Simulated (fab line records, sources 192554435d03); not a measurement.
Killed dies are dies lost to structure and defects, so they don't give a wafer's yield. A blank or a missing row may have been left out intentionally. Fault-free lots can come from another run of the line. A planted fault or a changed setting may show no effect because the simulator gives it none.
fab line records	flow n5Finfet
record: lots: 7	wafers: 21	lastDay: 17
route steps=1938 shown HKMG_FIN@444 BEOL_M4@1111 PASSIVATION@1936
lots with no fault: from the same line, run without faults
startH: the number of hours between the record's first day and the start of the first shown wafer of the lot	waitH: time in hours since the lot's previous step	" same as the row above	L1.1+2: one row covering several wafers at once	- no value present, or no start provided	* or withheld: withheld	< > ~ a bound
route shown NAME@n: a module of which the file shows steps, and the number in the route of the first	usual: mean/standard deviation taken from wafers without a fault	same: alike in all rows	chamber/n: place in a boat	sites: per-site readings	_std_site: the values' standard deviation	_edge_site: outer sites' mean less inner sites'	radiusMm: for every site, how far away it sits from the centre of the wafer	mask NAME#n: copy n	behind: the most recent tool/chamber to have shaped the wafer	hold: the reason the lot was held/the length of the hold in hours/how it ended	device: names the non-switching transistor (n, p or np)	end of line: the same wafers' tests at the end of the route	a step without rows: its recipe alone	killed: not the wafer's yield, but the dies lost to structure and defects at the first sort	map: a wafer's dies, x killed, . not, _ none there
set.NAME: the run value of the setting; set.NAME@STEP: its run value at that earlier step	model.NAME: the simulator's own value behind a step, which no gauge read
a table for each step, a row for each wafer; lots at some steps of the route
services: the hour from which a tool's chamber was out of use, counted from the record's first day as startH (under 0 if before that day), plus the number of hours and why
== steps ==
step: N5_HKMG_FIN_ETCH_86
recipe: chemistry: N2/H2	target: SOC	targetDepthA: 3932	stopOn: TiN	ionEnergyEv: 100	biasW: 61	pressureMtorr: 30	sourceW: 850	n2FlowSccm: 200	h2FlowSccm: 200
usual: chamberPressureMTorr: 30.00/0.044	drypumpMotorCurrentA: 5.8/0.49	oesProductAu: 0.75/0.062	rfVppV: 241.0/1.5	showerheadPlenumPTorr: 2.57/0.087	throttleValvePct: 17.78/0.24
lot.wafer	tool	chamber	startH	waitH	chamberPressureMTorr	drypumpMotorCurrentA	oesProductAu	rfHoursCounterH	rfVppV	showerheadPlenumPTorr	throttleValvePct
L417.1	rieDiel-01	3	80.99	-	29.63	5.1	0.87	24	241.8	2.71	17.55
L417.2	"	0	"	"	29.99	5.5	0.71	218	241.6	2.62	17.59
L417.6	"	2	"	"	30.04	5.4	0.85	-	243.4	2.70	17.55
L422.1	rieDiel-03	2	118.44	-	30.01	6.6	0.71	189	242.1	2.63	18.19
L422.4	"	1	"	"	30.00	5.7	0.81	82	243.5	2.67	17.30
L422.6	"	2	"	"	30.01	6.6	0.72	-	240.2	2.63	18.18
L428.1	rieDiel-05	3	156.61	-	30.03	5.4	0.73	182	239.5	2.54	17.97
L428.3	"	2	"	"	29.98	6.3	0.71	187	240.6	2.53	17.99
L428.6	"	2	"	"	30.00	6.3	0.71	-	239.5	2.53	17.99
L429.1	rieDiel-01	3	161.67	-	30.02	5.2	0.81	57	242.4	2.70	17.62
L429.4	"	0	"	"	29.98	5.5	0.69	250	240.7	2.61	17.68
L429.5	"	0	"	"	30.03	5.5	0.68	-	242.1	2.61	17.66
L430.1	rieDiel-01	3	163.85	-	29.98	5.1	0.81	58	242.4	2.70	17.63
L430.2	"	1	"	"	29.99	6.1	0.72	191	239.2	2.42	17.65
L430.3	"	2	"	"	29.99	5.4	0.82	68	242.0	2.69	17.57
L432.3	rieDiel-01	2	174.51	-	30.03	5.4	0.82	72	242.0	2.69	17.57
L432.4	"	3	"	"	30.03	5.1	0.81	-	244.1	2.70	17.63
L432.5	"	2	"	"	29.98	5.4	0.82	-	242.5	2.69	17.57
L439.1	rieDiel-03	2	213.33	-	30.01	6.6	0.69	218	242.1	2.62	18.24
L439.2	"	1	"	"	29.95	5.7	0.78	113	241.5	2.66	17.33
L439.3	"	0	"	"	30.00	6.3	0.88	39	239.8	2.48	17.59
step: N5_HKMG_FIN_STRIP_89
recipe: chemistry: N2/H2	material: SOC	timeS: 20	powerW: 500	tempC: 40	pressureMtorr: 50	rfFrequencyHz: 6e+07	biasPowerW: 8	h2Frac: 0.5	n2FlowSccm: 300	h2FlowSccm: 300
usual: chamberPressureMTorr: 50.00/0.054	drypumpMotorCurrentA: 5.8/0.49	oesProductAu: 0.76/0.066	rfVppV: 54.3/0.77	showerheadPlenumPTorr: 3.39/0.11	throttleValvePct: 19.0/0.34
lot.wafer	tool	chamber	startH	waitH	chamberPressureMTorr	drypumpMotorCurrentA	oesProductAu	rfHoursCounterH	rfVppV	showerheadPlenumPTorr	throttleValvePct
L417.1	rieDiel-01	3	81.05	0.0	50.06	5.1	0.87	24	54.4	3.57	19.0
L417.2	"	0	"	"	50.08	5.5	0.71	218	55.3	3.46	18.7
L417.6	"	2	"	"	49.94	5.4	0.86	-	55.9	3.55	18.9
L422.1	rieDiel-03	2	118.50	0.0	49.98	6.6	0.72	190	54.4	3.47	19.6
L422.4	"	1	"	"	49.96	5.7	0.82	82	54.3	3.52	18.3
L422.6	"	2	"	"	49.99	6.6	0.71	-	54.4	3.47	19.6
L428.1	rieDiel-05	3	156.67	0.0	50.04	5.4	0.73	182	54.5	3.35	19.1
L428.3	"	2	"	"	50.01	6.3	0.71	188	54.4	3.35	19.2
L428.6	"	2	"	"	49.96	6.3	0.70	-	54.2	3.35	19.2
L429.1	rieDiel-01	3	161.73	0.0	50.01	5.1	0.82	57	53.6	3.56	19.1
L429.4	"	0	"	"	50.09	5.5	0.68	250	53.9	3.44	18.7
L429.5	"	0	"	"	50.05	5.5	0.68	-	54.5	3.44	18.7
L430.1	rieDiel-01	3	163.91	0.0	50.05	5.1	0.81	59	55.3	3.55	19.1
L430.2	"	1	"	"	49.98	6.1	0.71	192	54.0	3.21	18.7
L430.3	"	2	"	"	50.00	5.4	0.83	68	56.2	3.54	18.9
L432.3	rieDiel-01	2	174.57	0.0	49.94	5.4	0.83	72	55.4	3.54	18.9
L432.4	"	3	"	"	49.89	5.1	0.81	-	54.9	3.55	19.1
L432.5	"	2	"	"	49.99	5.4	0.83	-	54.8	3.54	18.9
L439.1	rieDiel-03	2	213.39	0.0	50.01	6.6	0.70	218	54.3	3.46	19.6
L439.2	"	1	"	"	50.02	5.7	0.78	113	55.3	3.50	18.3
L439.3	"	0	"	"	50.02	6.3	0.88	39	54.5	3.27	18.6
step: N5_HKMG_FIN_WET_ETCH_87
recipe: chemistry: SC1	target: TiN	mix: 1:2:40	tempC: 50	timeS: 154.2	targetDepthNm: 4.7	dry: ipaMarangoni	rinseTimeS: 30	rinseTempC: 23
step: N5_HKMG_FIN_STRIP_88
recipe: chemistry: N2/H2	powerW: 2500	tempC: 300	h2Frac: 0.65	timeS: 360	pressureMtorr: withheld	n2FlowSccm: 1750	h2FlowSccm: 3250
step: N5_HKMG_FIN_NWFM_ALD_20
recipe: material: TiAlC	targetThkA: 20	tempC: 300	aldPrecursorFamily: TiCl4	aldCoReactant: TEA	pulseTimeS: 3	purgeTimeS: 2	coReactantPurgeTimeS: 2	coReactantPulseTimeS: 10	aldCycles: 7	pressureTorr: 3
usual: chamberPressureTorr: 2.999/0.006	heaterPowerW: 517/45	precursorPulseHeightRel: 1.000/0.019	susceptorTempC: 300.01/0.21
same: aldCycles: 7	purgeTimeS: 2
lot.wafer	tool	chamber	startH	waitH	chamberPressureTorr	heaterPowerW	precursorPulseHeightRel	sinceWetCleanH	susceptorTempC
L417.1	aldMetal-02	0	81.62	0.3	3.000	578	0.990	2821	299.91
L417.2	"	3	"	"	2.991	517	1.006	2821	299.74
L417.6	"	3	"	"	2.995	508	1.012	-	299.87
L422.1	aldMetal-01	1	119.07	0.3	3.006	501	0.973	5936	300.26
L422.4	"	0	"	"	3.000	544	0.995	5936	299.68
L422.6	"	1	"	"	2.992	511	1.006	-	300.08
L428.1	aldMetal-02	2	157.25	0.3	2.987	539	0.979	2897	299.86
L428.3	"	0	"	"	2.981	563	0.977	2897	299.61
L428.6	"	0	"	"	2.996	570	1.012	-	299.75
L429.1	aldMetal-02	1	162.31	0.3	2.994	492	0.991	2902	299.85
L429.4	"	3	"	"	2.998	513	1.038	2902	300.10
L429.5	"	3	"	"	2.999	523	0.998	-	299.81
L430.1	aldMetal-04	3	164.49	0.3	2.998	490	0.999	4443	300.15
L430.2	"	1	"	"	3.007	534	1.017	4443	300.15
L430.3	"	0	"	"	2.999	412	0.955	4443	300.02
L432.3	aldMetal-02	2	175.51	0.1	3.000	521	1.016	2915	299.99
L432.4	"	1	"	"	3.006	487	0.981	2915	299.74
L432.5	"	3	"	"	3.000	515	0.973	-	300.10
L439.1	aldMetal-02	1	213.97	0.3	2.998	492	0.999	2954	299.58
L439.2	"	0	"	"	3.001	574	1.014	2954	299.93
L439.3	"	2	"	"	2.997	536	0.996	2954	300.12
step: N5_HKMG_FIN_ALD_71
recipe: material: TiN	targetThkA: 10	tempC: 400	aldPrecursorFamily: TiCl4	aldCoReactant: NH3	pulseTimeS: 1	purgeTimeS: 3	coReactantPurgeTimeS: 2	coReactantPulseTimeS: 2	aldCycles: 47	pressureTorr: 3
step: N5_HKMG_FIN_COAT_66
recipe: resist: SOC	tempC: 250	timeS: 60	spinRpm: 1500	resistThkNm: 300
step: N5_HKMG_FIN_ETCH_67
recipe: chemistry: N2/H2	target: SOC	targetDepthA: 3889	stopOn: TiN	ionEnergyEv: 100	biasW: 61	pressureMtorr: 30	sourceW: 850	n2FlowSccm: 200	h2FlowSccm: 200
step: N5_HKMG_FIN_STRIP_90
recipe: chemistry: N2/H2	material: SOC	timeS: 20	powerW: 500	tempC: 40	pressureMtorr: 50	rfFrequencyHz: 6e+07	biasPowerW: 8	h2Frac: 0.5	n2FlowSccm: 300	h2FlowSccm: 300
usual: chamberPressureMTorr: 50.01/0.046	drypumpMotorCurrentA: 5.8/0.49	oesProductAu: 0.76/0.062	rfVppV: 54.2/0.84	showerheadPlenumPTorr: 3.39/0.11	throttleValvePct: 19.0/0.36
lot.wafer	tool	chamber	startH	waitH	chamberPressureMTorr	drypumpMotorCurrentA	oesProductAu	rfHoursCounterH	rfVppV	showerheadPlenumPTorr	throttleValvePct
L417.1	rieDiel-03	2	82.12	0.0	49.97	6.6	0.72	178	55.0	3.48	19.6
L417.2	"	1	"	"	50.09	5.7	0.83	70	53.4	3.53	18.2
L417.6	"	1	"	"	49.95	5.7	0.83	-	54.6	3.53	18.2
L422.1	rieDiel-05	2	119.66	0.0	49.97	6.3	0.72	173	53.7	3.35	19.2
L422.4	"	1	"	"	50.04	6.2	0.72	219	54.3	3.32	19.3
L422.6	"	1	"	"	49.96	6.1	0.72	-	55.0	3.32	19.3
L428.1	rieDiel-03	3	157.74	0.0	49.99	6.3	0.79	121	53.5	3.23	18.6
L428.3	"	2	"	"	50.09	6.6	0.71	200	54.2	3.47	19.6
L428.6	"	0	"	"	49.95	6.3	0.92	-	55.3	3.28	18.6
L429.1	rieDiel-01	3	162.82	0.0	50.00	5.1	0.82	58	54.1	3.56	19.1
L429.4	"	2	"	"	50.01	5.4	0.83	-	53.3	3.55	18.9
L429.5	"	3	"	"	49.98	5.2	0.82	-	53.0	3.56	19.1
L430.1	rieDiel-01	3	164.98	0.0	49.98	5.2	0.82	60	54.0	3.55	19.1
L430.2	"	2	"	"	50.04	5.4	0.83	69	56.0	3.54	18.9
L430.3	"	1	"	"	49.91	6.1	0.72	193	54.5	3.21	18.7
L432.3	rieDiel-05	2	176.01	0.0	49.99	6.3	0.70	195	53.3	3.34	19.3
L432.4	"	0	"	"	50.00	5.2	0.72	219	54.0	3.45	19.2
L432.5	"	2	"	"	50.08	6.3	0.72	-	54.6	3.34	19.2
L439.1	rieDiel-03	3	214.60	0.0	49.99	6.3	0.78	139	54.4	3.22	18.7
L439.2	"	0	"	"	50.03	6.3	0.87	39	55.8	3.27	18.6
L439.3	"	1	"	"	49.97	5.7	0.78	113	54.1	3.50	18.3
step: N5_HKMG_FIN_WET_ETCH_73
recipe: chemistry: SC1	mix: 1:2:40	tempC: 50	timeS: 42.3	targetDepthNm: 1.3	dry: ipaMarangoni	rinseTimeS: 30	rinseTempC: 23
step: N5_HKMG_FIN_ETCHBACK_68
recipe: chemistry: Cl2/Ar	stopOn: HfO2	targetDepthA: 5	pressureMtorr: 10	icpW: 600	biasW: 60	Cl2_flow_sccm: 40	Ar_flow_sccm: 60
step: N5_HKMG_FIN_STRIP_69
recipe: chemistry: N2/H2	powerW: 2500	tempC: 300	h2Frac: 0.65	timeS: 360	pressureMtorr: withheld	n2FlowSccm: 1750	h2FlowSccm: 3250
step: N5_HKMG_FIN_ALD_21
recipe: material: TiN	targetThkA: 15	tempC: 400	aldPrecursorFamily: TiCl4	aldCoReactant: NH3	pulseTimeS: 1	purgeTimeS: 3	coReactantPurgeTimeS: 2	coReactantPulseTimeS: 2	aldCycles: 68	pressureTorr: 3
usual: chamberPressureTorr: 3.000/0.0075	heaterPowerW: 914/90	precursorPulseHeightRel: 1.001/0.021	susceptorTempC: 400.02/0.22
same: aldCycles: 68	purgeTimeS: 3
lot.wafer	tool	chamber	startH	waitH	chamberPressureTorr	heaterPowerW	precursorPulseHeightRel	sinceWetCleanH	susceptorTempC
L417.1	aldMetal-01	2	82.81	0.3	2.993	767	0.957	5900	400.23
L417.2	"	3	"	"	2.992	945	0.999	5900	400.01
L417.6	"	3	"	"	3.013	956	1.038	-	399.81
L422.1	aldMetal-04	1	120.36	0.3	2.990	972	1.008	4399	400.29
L422.4	"	0	"	"	2.993	751	1.005	4399	400.02
L422.6	"	2	"	"	3.007	1028	0.996	-	399.88
L428.1	aldMetal-04	3	158.46	0.3	3.005	982	1.024	4437	418.77
L428.3	"	1	"	"	2.999	1083	0.999	4437	419.04
L428.6	"	0	"	"	2.990	830	1.036	-	418.86
L429.1	aldMetal-01	1	163.50	0.3	3.002	926	0.971	5980	400.30
L429.4	"	0	"	"	3.012	1001	1.012	5980	399.73
L429.5	"	3	"	"	3.001	960	1.037	-	399.93
L430.1	aldMetal-04	3	165.67	0.3	3.007	985	0.979	4444	418.78
L430.2	"	1	"	"	3.007	1068	0.972	4444	418.75
L430.3	"	0	"	"	3.001	862	0.970	4444	418.66
L432.3	aldMetal-04	3	176.72	0.1	2.984	982	0.982	4455	418.82
L432.4	"	1	"	"	3.005	1076	1.020	-	418.75
L432.5	"	0	"	"	2.992	844	0.985	-	419.08
L439.1	aldMetal-01	2	215.28	0.3	2.991	755	1.002	6032	399.78
L439.2	"	3	"	"	3.007	951	0.978	6032	400.15
L439.3	"	0	"	"	3.009	1011	0.955	6032	400.34
step: N5_HKMG_FIN_ALD_72
recipe: material: W	targetThkA: 20	tempC: 300	pressureTorr: 7.5	aldPrecursorFamily: WF6	aldCoReactant: B2H6	pulseTimeS: 1	purgeTimeS: 2	coReactantPurgeTimeS: 2	coReactantPulseTimeS: 3	aldCycles: 7
usual: chamberPressureTorr: 7.498/0.016	heaterPowerW: 500/34	precursorPulseHeightRel: 1.000/0.02	susceptorTempC: 300.03/0.22
same: aldCycles: 7	purgeTimeS: 2
lot.wafer	tool	chamber	startH	waitH	chamberPressureTorr	heaterPowerW	precursorPulseHeightRel	sinceWetCleanH	susceptorTempC
L417.1	cvdW-02	1	83.17	0.2	7.494	538	0.987	765	299.75
L417.2	"	0	"	"	7.478	493	0.990	765	299.79
L417.6	"	1	"	"	7.496	528	1.002	-	300.03
L422.1	cvdW-02	0	120.72	0.2	7.511	484	0.984	803	300.08
L422.4	"	0	"	"	7.514	483	1.000	-	299.91
L422.6	"	1	"	"	7.485	511	1.015	-	300.20
L428.1	cvdW-01	1	158.82	0.2	7.525	547	1.009	327	299.98
L428.3	"	1	"	"	7.498	531	1.040	-	299.91
L428.6	"	0	"	"	7.494	433	0.997	-	299.98
L429.1	cvdW-01	1	163.87	0.2	7.538	544	1.040	332	300.21
L429.4	"	0	"	"	7.468	428	1.006	-	299.99
L429.5	"	0	"	"	7.481	429	0.992	-	299.63
L430.1	cvdW-02	1	166.03	0.2	7.534	530	1.007	848	300.21
L430.2	"	0	"	"	7.487	508	0.964	848	300.61
L430.3	"	1	"	"	7.493	521	0.978	-	300.19
L432.3	cvdW-01	0	177.10	0.2	7.494	430	1.007	-	299.87
L432.4	"	1	"	"	7.483	538	0.984	-	300.06
L432.5	"	0	"	"	7.495	431	1.013	-	300.17
L439.1	cvdW-02	1	215.64	0.2	7.516	524	0.982	898	299.89
L439.2	"	0	"	"	7.517	497	0.993	898	299.85
L439.3	"	1	"	"	7.517	522	0.996	-	300.14
step: N5_BEOL_M4_RC_MEAS_101
usual: DIBL_N: 36.3/1.4	DIBL_P: 35.7/1.5	IOFF_N: 0.155/0.022	IOFF_P: 0.204/0.027	ION_N: 671/9	ION_P: 459/6.2	SS_N: 71.5/0.54	SS_P: 73.1/0.56	VT_N: 250.2/2.6	VT_P: -251/3.3
lot.wafer	tool	chamber	startH	waitH	DIBL_N[mV/V]	DIBL_P[mV/V]	IOFF_N[nA/um]	IOFF_P[nA/um]	ION_N[uA/um]	ION_P[uA/um]	SS_N[mV/dec]	SS_P[mV/dec]	VT_N[mV]	VT_P[mV]
L417.1	prober-02	0	183.52	0.0	37.0	36.4	0.153	0.230	671	462	71.2	72.9	250.3	-247
L417.2	"	0	"	"	36.1	35.1	0.138	0.201	671	465	70.6	72.8	251.6	-249
L417.6	"	0	"	"	38.9	39.0	0.192	0.270	683	470	71.5	73.6	246.1	-244
L422.1	prober-01	0	209.81	0.0	38.9	37.3	0.190	0.235	672	457	73.2	73.7	249.6	-247
L422.4	"	0	"	"	38.5	37.5	0.190	0.238	684	461	72.6	73.1	247.2	-247
L422.6	"	0	"	"	38.0	36.5	0.163	0.220	660	453	72.0	73.7	249.8	-251
L429.1	prober-01	0	247.62	0.0	34.2	32.3	0.129	0.159	672	462	71.0	73.0	253.5	-258
L429.4	"	0	"	"	34.3	32.2	0.132	0.155	667	455	70.7	73.5	253.5	-256
L429.5	"	0	"	"	36.0	34.0	0.154	0.178	678	452	72.5	73.5	252.0	-256
L430.1	prober-01	0	253.09	0.0	38.4	35.7	0.183	0.193	682	453	72.0	73.8	246.3	-253
L430.2	"	0	"	"	35.8	34.0	0.140	0.165	666	454	71.2	72.9	252.3	-256
L430.3	"	0	"	"	34.6	32.4	0.125	0.148	664	452	70.7	72.7	250.8	-256
L428.1	prober-01	0	256.78	0.0	35.5	36.7	0.145	0.187	664	450	71.7	72.7	250.9	-253
L428.3	"	0	"	"	35.4	36.0	0.151	0.178	672	458	71.2	72.8	249.7	-254
L428.6	"	0	"	"	34.0	35.1	0.126	0.166	662	452	71.0	72.9	252.4	-254
L432.3	prober-01	0	263.09	0.3	34.6	35.8	0.139	0.181	671	459	71.3	72.4	251.3	-250
L432.4	"	0	"	"	34.4	35.0	0.131	0.177	652	449	72.1	73.0	255.6	-253
L432.5	"	0	"	"	35.6	36.5	0.149	0.194	666	451	72.0	73.4	253.2	-252
L439.1	prober-01	0	307.18	0.0	36.2	35.0	0.150	0.181	667	449	71.7	72.0	252.0	-255
L439.2	"	0	"	"	36.1	34.8	0.150	0.182	665	453	71.3	72.3	251.1	-255
L439.3	"	0	"	"	35.6	35.9	0.145	0.186	670	461	71.3	72.7	251.7	-253
step: N5_PASSIVATION_PROBE_49
usual: defectLimitedYield: 91.0/1.5	killed_at_M0_to_M3: 36/12	killed_at_M4_up: 14/5.5	killedAtContacts: 11/4.8	killedAtFrontEnd: 42/12	killedAtOther: 3.7/2.7	killedDies: 106/18	killedOpen: 70/13	killedShort: 35/8.2	sort_bin_5_function: 5.3/1	sort_bin_6_memory: 3.3/0.69	sortNPass: 1074/18	sortYieldPct: 91.0/1.5
same: grossDies: 1180	killedAtBackSide: 0	sort_bin_4_leakage[%]: 0	sort_bin_8_speed[%]: 0
lot.wafer	tool	chamber	startH	waitH	defectLimitedYield[%]	killed_at_M0_to_M3	killed_at_M4_up	killedAtContacts	killedAtFrontEnd	killedAtOther	killedDies	killedOpen	killedShort	sort_bin_5_function[%]	sort_bin_6_memory[%]	sortNPass	sortYieldPct[%]
L422.1	prober-01	-	315.83	0.0	92.6	21	16	11	34	5	87	59	27	4.2	3.0	1093	92.6
L422.4	prober-01	-	315.98	0.2	91.9	37	13	13	29	4	96	59	36	4.5	3.6	1084	91.9
L422.6	prober-01	-	316.08	0.3	92.2	26	10	5	36	15	92	56	34	5.2	2.2	1088	92.2
killed by level:class
L422.1 FIN_SAQP:geometricParticle:open=12 BEOL_M4:geometricParticle:open=10 MOL_CONTACT_COAG:geometricParticle:open=9 FIN_SAQP:geometricParticle:short=7 GATE_CUT:geometricParticle:short=7 BEOL_M2:geometricParticle:open=7 DUMMY_GATE:geometricParticle:open=5 BEOL_M1:geometricParticle:open=4
L422.4 MOL_CONTACT_COAG:geometricParticle:open=11 BEOL_M3:geometricParticle:open=11 BEOL_M0_SAQP:geometricParticle:short=9 GATE_CUT:geometricParticle:short=7 BEOL_M4:geometricParticle:open=7 FIN_SAQP:geometricParticle:short=6 FIN_SAQP:geometricParticle:open=6 BEOL_M0_SAQP:geometricParticle:open=6
L422.6 BEOL_M2:geometricParticle:open=10 FIN_SAQP:geometricParticle:open=8 GATE_CUT:geometricParticle:short=8 MIM_TOP:geometricParticle:open=5 GATE_CUT:geometricParticle:open=4 MOL_CONTACT_COAG:geometricParticle:open=4 BEOL_M0_SAQP:geometricParticle:short=4 BEOL_M4:geometricParticle:open=4
== services ==
tool	chamber	startH	hours	kind
rieDiel-03	0	65.64	-	clean
rieDiel-03	0	65.64	-	consumableReplace:focusRing
rieDiel-03	0	65.64	25.5	scheduledDown
rieDiel-03	0	65.64	25.5	ventCycle
aldMetal-01	-	75.99	0.4	repair
aldMetal-04	-	80.04	2.8	pm
rieDiel-03	-	94.92	10.0	pm
rieDiel-03	3	109.32	3.6	repair
aldMetal-01	2	120.69	8.2	repair
aldMetal-04	-	125.66	0.7	repair
rieDiel-03	2	134.14	4.8	repair
rieDiel-01	0	162.56	-	clean
rieDiel-01	0	162.56	-	consumableReplace:esc
rieDiel-01	0	162.56	-	consumableReplace:focusRing
rieDiel-01	0	162.56	21.0	scheduledDown
rieDiel-01	0	162.56	21.0	ventCycle
aldMetal-01	-	164.27	8.7	pm
aldMetal-04	2	171.51	8.3	repair
cvdW-02	1	174.99	9.5	repair
rieDiel-05	1	202.25	-	clean
rieDiel-05	1	202.25	-	consumableReplace:focusRing
rieDiel-05	1	202.25	14.5	scheduledDown
rieDiel-05	1	202.25	14.5	ventCycle
== key ==
firstSign: step: N5_HKMG_FIN_ALD_21	reading: susceptorTempC	direction: up	sigmas: 87	usual: *	struck: *
effect none on later readings
metAt N5_HKMG_FIN_ALD_21
struckWafers L428.1,L428.3,L428.6,L430.1,L430.2,L430.3,L432.3,L432.4,L432.5
onsetBetween 120.36 158.46
fault: kind: processParameterDrift	tool: aldMetal-04	chamber: -	onsetH: 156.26	steps: N5_HKMG_FIN_ALD_21	channel: tempC	offset: *	shape: step	endH: 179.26	actsIn: *	stated: *
